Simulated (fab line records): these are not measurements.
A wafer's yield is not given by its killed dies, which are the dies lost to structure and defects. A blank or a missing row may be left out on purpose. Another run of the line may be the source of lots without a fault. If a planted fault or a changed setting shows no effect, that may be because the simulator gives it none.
Problem report, 8D (eight disciplines) form, completed by code | flow n5 finfet | the parts of the form that need people (team, actions taken, sign-off) are left out

== 1. WHAT IS WRONG ==
M3_ILD_THK at N5_BEOL_M3_THK_MEAS_01 reads a mean of 93.6 nm on 1 wafer of 1 lot; wafers without a fault read 79.4 nm with a standard deviation of 1.1. Measured from the usual mean, that is +13 standard deviations.
Seen first at day 10 20:58 on film metro-02, wafer L242.2. The record has a number at this step for 29 wafers belonging to 10 lots. The rule behind "out" and "out of limits": a value lying over 4 standard deviations away from the usual mean. The other wafers with a number count as sound.

== 2. WHAT IT IS, WHAT IT ISN'T ==
question                    | is                | is not
which readings at this step | M3_ILD_THK        | -
which lots                  | L242              | L230, L231, L232, L233, L245, L246, L248, L251, L253
which wafers of those lots  | L242.2            | L242.4
read on which gauges        | film metro-02     | film metro-01
when                        | from day 10 20:58 | up to then (13 sound wafers); but 15 sound wafers of L245, L246, L248, L251, L253 came after

== 3. SUSPECTS, AND WHAT RULES EACH OUT ==
Counting: a tool at a process step up to the reading stays a suspect if it ran every lot that is out. Sound lots after the first of them don't rule it out here, since some wafers of a struck lot are sound.
- the gauge at N5_BEOL_M3_THK_MEAS_01: kept. All the wafers that are out were read on film metro-02, and no step on other tools shows them out.
- pvd sputter-03 at N5_BEOL_M2_SPUTTER_90 (material Cu, target thk 4.5 nm, time 8.29 s): kept. It processed L242, the lot that is out, at day 10 19:07, and its most recent sound lot before then was L232 at day 7 21:25.
- pvd sputter-03 at N5_BEOL_M2_ANNEAL_91 (time 240 s): kept. It processed L242, the lot that is out, at day 10 19:12, and its most recent sound lot before then was L232 at day 7 21:29.
- pvd sputter-03 at N5_BEOL_M2_ANNEAL_93 (time 240 s): kept. It processed L242, the lot that is out, at day 10 19:25, and its most recent sound lot before then was L232 at day 7 21:43.
- pecvd-01 at N5_BEOL_M3_ILD_DEP_00 (deposits SiOC from DEMS/O2, target thk 79 nm, time 15.3 s): kept. It processed L242, the lot that is out, at day 10 20:53, and its most recent sound lot before then was L233 at day 8 07:38.
Left after counting: pvd sputter-03 at N5_BEOL_M2_SPUTTER_90, pvd sputter-03 at N5_BEOL_M2_ANNEAL_91, pvd sputter-03 at N5_BEOL_M2_ANNEAL_93, pecvd-01 at N5_BEOL_M3_ILD_DEP_00, film metro-02 at N5_BEOL_M3_THK_MEAS_01.

== 4. THE CAUSE (what the simulator had put in) ==
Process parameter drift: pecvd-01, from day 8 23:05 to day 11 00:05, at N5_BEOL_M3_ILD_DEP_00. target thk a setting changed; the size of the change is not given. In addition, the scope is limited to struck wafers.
Of the 5 suspects that counting leaves, this tool is one.

== 5. THE CHAIN OF EFFECTS, in route order ==
Rows list readings where the struck wafers' mean (over those with a number) sits beyond 3 standard deviations from the usual. Only readings whose record carries a usual standard deviation are examined. hours: median over the lots of the time between each lot's start at the first step of this table that gives one and its start at this step. sigmas: the change, counted in usual standard deviations.
hours | step                   | reading    | usual   | on struck wafers | change | sigmas
0     | N5_BEOL_M3_THK_MEAS_01 | M3_ILD_THK | 79.4 nm | 93.6             | +14.2  | +13
At these later measuring or inspecting steps, every struck wafer for which the step has a row has a number for every such reading, and none has moved that far: N5_BEOL_M4_RC_MEAS_101.

== 6. HOW IT WOULD HAVE BEEN CAUGHT EARLIER ==
Counted from the fault's start at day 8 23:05, it took 46 hours until the first out-of-limits reading at a measuring or inspecting step in this record, taken at day 10 20:58.
An alarm limit of 4 standard deviations would not have fired on the tool readings at N5_BEOL_M3_ILD_DEP_00 for which the record gives a usual standard deviation, since none of them was out on any struck wafer.
All the lots that are out (1) had begun N5_BEOL_M3_ILD_DEP_00 on pecvd-01 by day 10 20:58. A hold on the tool at that time would have spared none of them.
